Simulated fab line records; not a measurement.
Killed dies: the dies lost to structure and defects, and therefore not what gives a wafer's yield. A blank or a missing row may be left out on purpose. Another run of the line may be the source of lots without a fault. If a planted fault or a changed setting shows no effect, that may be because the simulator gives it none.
Which tool was responsible? ; flow nand harc ; Sampling: 13 lots, 39 wafers, 5 of 1159 route steps

WHAT THE GAUGES READ, wafer by wafer
NHARC_END_SORT_01. Usual: killed at array 28, standard deviation 11; killed at other 0.7, standard deviation 1.1; killed at periphery 2.9, standard deviation 2; killed dies 32, standard deviation 11; killed open 3.2, standard deviation 1.8; killed short 2.0, standard deviation 1.4.
lot;measured;on;killed at array;killed at other;killed at periphery;killed dies;killed open;killed short;flag
L202;day 20 20:01;prober-01;27 37 23;5 1 1;5 3 4;37 41 28;0 5 1;1 2 4;
L206;day 22 13:45;prober-02;30;2;4;36;3;2;

EACH LOT AND THE TOOL THAT RAN IT (in order: tool; ch and the chambers of the sampled wafers; start)
lot;NHARC_A_CONTACT_ETCH_76;NHARC_A_CONTACT_ETCH_125;NHARC_A_CONTACT_ETCH_128;NHARC_A_CONTACT_ETCH_131
L197;rie diel-08 ch 0,1,2, day 16 17:57;har cap etch-01 ch 0,1, day 16 19:04;har cap etch-01 ch 0,1, day 16 19:29;har cap etch-01 ch 0,1, day 16 19:54
L196;rie diel-04 ch 1,2,3, day 16 18:20;har cap etch-02 ch 0,1, day 16 19:25;har cap etch-02 ch 0,1, day 16 19:50;har cap etch-02 ch 0,1, day 16 20:16
L198;rie diel-04 ch 0,3, day 17 03:27;har cap etch-02 ch 0,1, day 17 04:46;har cap etch-02 ch 0,1, day 17 05:11;har cap etch-02 ch 0,1, day 17 05:37
L200;rie diel-06 ch 1,2,3, day 17 10:06;har cap etch-02 ch 0,1, day 17 11:15;har cap etch-02 ch 0,1, day 17 11:40;har cap etch-02 ch 0,1, day 17 12:05
L199;rie diel-04 ch 0,1,2, day 17 13:46;har cap etch-01 ch 0,1, day 17 14:58;har cap etch-01 ch 0,1, day 17 15:23;har cap etch-01 ch 0,1, day 17 15:49
L202;rie diel-06 ch 0,2,3, day 18 06:31;har cap etch-01 ch 0,1, day 18 09:02;har cap etch-01 ch 0,1, day 18 09:28;har cap etch-01 ch 0,1, day 18 09:52
L205;rie diel-06 ch 0,1,3, day 18 23:56;har cap etch-01 ch 0,1, day 19 01:05;har cap etch-01 ch 0,1, day 19 01:31;har cap etch-01 ch 0,1, day 19 01:56
L204;rie diel-06 ch 1,2, day 19 01:25;har cap etch-03 ch 0,1, day 19 02:34;har cap etch-03 ch 0,1, day 19 02:59;har cap etch-03 ch 0,1, day 19 03:25
L206;rie diel-06 ch 0,1,2, day 20 00:26;har cap etch-01 ch 0,1, day 20 01:43;har cap etch-01 ch 0,1, day 20 02:08;har cap etch-01 ch 0,1, day 20 02:34
L211;rie diel-06 ch 2,3, day 20 13:31;har cap etch-03 ch 0, day 20 14:44;har cap etch-03 ch 0, day 20 15:17;har cap etch-03 ch 0, day 20 15:52
L215;rie diel-04 ch 0,1,2, day 21 15:08;har cap etch-02 ch 0,1, day 21 16:19;har cap etch-02 ch 0,1, day 21 16:44;har cap etch-02 ch 0,1, day 21 17:09
L218;rie diel-08 ch 0,2,3, day 22 07:05;har cap etch-02 ch 0,1, day 22 08:23;har cap etch-02 ch 0,1, day 22 08:49;har cap etch-02 ch 0,1, day 22 09:14
L216;rie diel-04 ch 0,2, day 22 22:43;har cap etch-03 ch 0,1, day 22 23:51;har cap etch-03 ch 0,1, day 23 00:17;har cap etch-03 ch 0,1, day 23 00:42
- NHARC_A_CONTACT_ETCH_76: etches the open film in N2/H2, target depth 260 nm, time 475.3 s.
- NHARC_A_CONTACT_ETCH_125: etches the open film in C4F8/O2/Ar, time 155 s, target depth 956 nm.
- NHARC_A_CONTACT_ETCH_128: etches the open film in C4F8/O2/Ar, time 155 s, target depth 956 nm.
- NHARC_A_CONTACT_ETCH_131: etches the open film in C4F8/O2/Ar, time 155 s, target depth 956 nm.

AS READ BY THE TOOLS THEMSELVES (means over the sampled wafers that have a number; for cases with no such wafer, the mark the record gives instead)
NHARC_A_CONTACT_ETCH_76. Usual: for drypump motor current A, 5.8 A with a standard deviation of 0.34; for oes product au, 0.999 a.u. with a standard deviation of 0.01; for rf fwd power W, 399.3 W with a standard deviation of 1.1; for rf vpp V, 430 V with a standard deviation of 3.1; for run length s, 496.4 s with a standard deviation of 0.51; for showerhead plenum p Torr, 2.04 Torr with a standard deviation of 0.1; for throttle valve pct, 14.170 % with a standard deviation of 0.0098.
lot;tool;drypump motor current A (A);oes product au (a.u.);rf fwd power W (W);rf vpp V (V);run length s (s);showerhead plenum p Torr (Torr);throttle valve pct (%);flag
L197;rie diel-08;5.8;1.004;399.4;430;496.7;2.04;14.173;
L196;rie diel-04;5.7;0.997;399.1;432;496.5;2.10;14.159;
L198;rie diel-04;5.8;0.998;399.3;432;496.6;2.09;14.166;
L200;rie diel-06;5.9;0.997;399.6;428;496.1;1.97;14.169;
L199;rie diel-04;5.6;1.002;398.3;431;496.4;2.09;14.166;
L202;rie diel-06;5.7;0.996;400.1;428;496.1;1.96;14.165;
L205;rie diel-06;5.9;1.002;398.8;431;496.2;2.07;14.181;
L204;rie diel-06;6.1;0.994;398.8;426;496.1;1.90;14.167;
L206;rie diel-06;5.8;1.003;399.4;429;495.9;2.00;14.169;
L211;rie diel-06;5.7;0.994;399.6;428;496.3;1.96;14.166;
L215;rie diel-04;5.6;0.995;400.7;431;463.0;2.08;14.169;OFF
L218;rie diel-08;5.8;1.006;399.5;430;496.7;2.02;14.167;
L216;rie diel-04;5.7;0.991;400.4;433;463.1;2.10;14.159;OFF

THE ANSWER, worked out from the rows above alone
Rule: lot off if the mean of its wafers having a number is beyond 3 standard deviations from the usual mean. Also off: a lot with no number at a reading for which 4 or more lots have one. Where the step has rows for the other lots, those lots are counted as sound. Order of review: gauges by route order, followed by the tools' own readings, for which a lot's mean as printed above is used. The first step at which some lot is off is used, and at that step the reading that is off furthest; a lot without a number counts as furthest.
Off: L215, L216, at NHARC_A_CONTACT_ETCH_76 (run length s).
If a tool, at that step or one of the process steps before it, ran each lot that is off and ran no sound lot following the first of them, it fits. One fits: rie diel-04 at NHARC_A_CONTACT_ETCH_76. A fault onset in the window from L199 (day 17 13:46, its last sound lot) to L215 (day 21 15:08, its first lot off) fits.
On the lots that are off, the tool's own readings at NHARC_A_CONTACT_ETCH_76 differ by more than 5 times the standard deviation of the sound lots' means, which bears it out; run length s reads 463.1 s there versus 496.3 s on the sound lots.

WHAT WAS PUT IN BY THE SIMULATOR
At NHARC_A_CONTACT_ETCH_76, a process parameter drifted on rie diel-04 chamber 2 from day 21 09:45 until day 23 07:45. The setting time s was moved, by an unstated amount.
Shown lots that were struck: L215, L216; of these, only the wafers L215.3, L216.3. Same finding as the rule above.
